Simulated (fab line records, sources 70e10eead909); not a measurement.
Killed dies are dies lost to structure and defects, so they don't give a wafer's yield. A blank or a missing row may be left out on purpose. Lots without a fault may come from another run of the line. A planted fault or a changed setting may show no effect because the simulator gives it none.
Which tool did it? | flow nand_harc | 6 lots, 17 wafers sampled, at 5 steps of a route of 1302

WHAT THE GAUGES READ, wafer by wafer
NHARC_END_SORT_01.
lot  | measured     | on        | killed_at_array
L926 | day 29 13:55 | prober-02 | 59 510

WHICH TOOL RAN EACH LOT (tool, then ch and the chambers of the sampled wafers, then the start)
lot  | NHARC_A_STAIRCASE_ETCH_201                    | NHARC_A_STAIRCASE_STRIP_205          | NHARC_A_STAIRCASE_TRIM_226         | NHARC_A_STAIRCASE_TRIM_229
L916 | rie_diel-12 ch 1,2, day 17 04:14 or earlier   | plasma_asher-02 ch 0,1, day 17 04:14 | rie_diel-12 ch 0,2, day 17 06:28   | rie_diel-13 ch 0,3, day 17 06:47
L921 | rie_diel-13 ch 1,2,3, day 18 23:59 or earlier | plasma_asher-01 ch 0,1, day 18 23:59 | rie_diel-13 ch 2,3, day 19 02:19   | rie_diel-13 ch 1,3, day 19 02:49
L926 | rie_diel-03 ch 0,1, day 20 17:56 or earlier   | plasma_asher-01 ch 0, day 20 17:56   | rie_diel-12 ch 1,2, day 20 20:10   | rie_diel-13 ch 2,3, day 20 20:34
L929 | rie_diel-12 ch 0,2,3, day 22 23:35 or earlier | plasma_asher-01 ch 0,1, day 22 23:35 | rie_diel-13 ch 0,1,3, day 23 01:48 | rie_diel-13 ch 0,1, day 23 02:07
L934 | rie_diel-03 ch 0,2,3, day 24 13:27 or earlier | plasma_asher-01 ch 0,1, day 24 13:27 | rie_diel-03 ch 0,1,2, day 24 15:41 | rie_diel-03 ch 1,2,3, day 24 16:01
L937 | rie_diel-13 ch 0,1, day 25 05:37 or earlier   | plasma_asher-01 ch 0,1, day 25 05:37 | rie_diel-03 ch 0,1,3, day 25 07:56 | rie_diel-03 ch 1,2, day 25 08:14
- NHARC_A_STAIRCASE_ETCH_201: etches the open film in C4F8/O2, target depth 100 nm, time 40.5 s.
- NHARC_A_STAIRCASE_STRIP_205: strips in O2.
- NHARC_A_STAIRCASE_TRIM_226: chemistry O2, time 211.2 s.
- NHARC_A_STAIRCASE_TRIM_229: chemistry O2, time 211.2 s.

THE ANSWER, worked out from the rows above alone
Rule: what is usual is taken from the lots themselves. Put in order of their means at a reading, lots are off if they are a third of the lots or fewer, leave a main group of 4 or more, and stand apart from it by a gap of 3 or more times the standard deviation of the main group's means; of several such gaps the widest counts. A main group whose means are all the same, to the digits that the tables above print for the reading, isn't used. A lot without any number at a reading at which 4 lots or more have one is off too. The other lots that the step has rows for count as sound.
No lot is off at any reading shown: from this, nothing can be told.

WHAT THE SIMULATOR HAD PUT IN
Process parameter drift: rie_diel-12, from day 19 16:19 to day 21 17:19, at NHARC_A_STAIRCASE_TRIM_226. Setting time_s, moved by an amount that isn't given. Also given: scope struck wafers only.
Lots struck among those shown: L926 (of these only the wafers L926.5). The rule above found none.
